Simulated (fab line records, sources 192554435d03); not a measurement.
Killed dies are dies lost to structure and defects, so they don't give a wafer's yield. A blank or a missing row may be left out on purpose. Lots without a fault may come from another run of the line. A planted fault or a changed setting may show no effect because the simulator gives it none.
Chamber matching | flow n5_finfet | N5_FIN_SAQP_SPACER1_ALD_24 on ald_sin-04: 4 sister chambers
The step deposits SiO2, target thk 20.3 nm, pulse time 1 s, purge time 2 s. 8 wafers are shown with their chamber, then 7 later ones without.

WAFERS WITH THEIR CHAMBER
wafer  | chamber | heater_power_w (W) | precursor_pulse_height_rel
L077.2 | 1       | 463                | 0.981
L082.3 | 2       | 523                | 1.000
L084.3 | 1       | 457                | 0.986
L089.1 | 0       | 431                | 1.000
L089.2 | 3       | 446                | 1.041
L089.5 | 0       | 441                | 1.019
L090.2 | 3       | 446                | 1.001
L090.3 | 2       | 523                | 1.039

WAFERS WITHOUT THEIR CHAMBER
wafer  | heater_power_w (W) | precursor_pulse_height_rel
L090.6 | 457                | 1.029
L093.1 | 476                | 1.016
L093.3 | 460                | 0.986
L093.6 | 479                | 1.027
L094.1 | 470                | 1.004
L094.3 | 527                | 1.026
L094.4 | 422                | 1.016

WHICH CHAMBER EACH WENT THROUGH
wafer  | from the rows above     | in truth
L090.6 | can't be placed: 1 or 3 | 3
L093.1 | 1                       | 1
L093.3 | 1                       | 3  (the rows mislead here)
L093.6 | 1                       | 1
L094.1 | 1                       | 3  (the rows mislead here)
L094.3 | 2                       | 2
L094.4 | 0                       | 0
Placed correctly: 4 of 7. Can't be placed from these rows: 1 (the true chamber is among the candidates in 1). Placed wrongly: 2.
How it was worked out, from the rows above alone: a wafer's distance from a chamber is the root of the sum, over the readings, of the square of ((its reading less the chamber's mean) divided by the reading's scatter). The wafer belongs to the nearest chamber; if the next one is less than 2 further off, it can't be placed. A chamber's mean is the mean of its shown wafers. The scatter: the root of (the sum of the squares of (reading less its chamber's mean) over the shown wafers, divided by (wafers less chambers)).
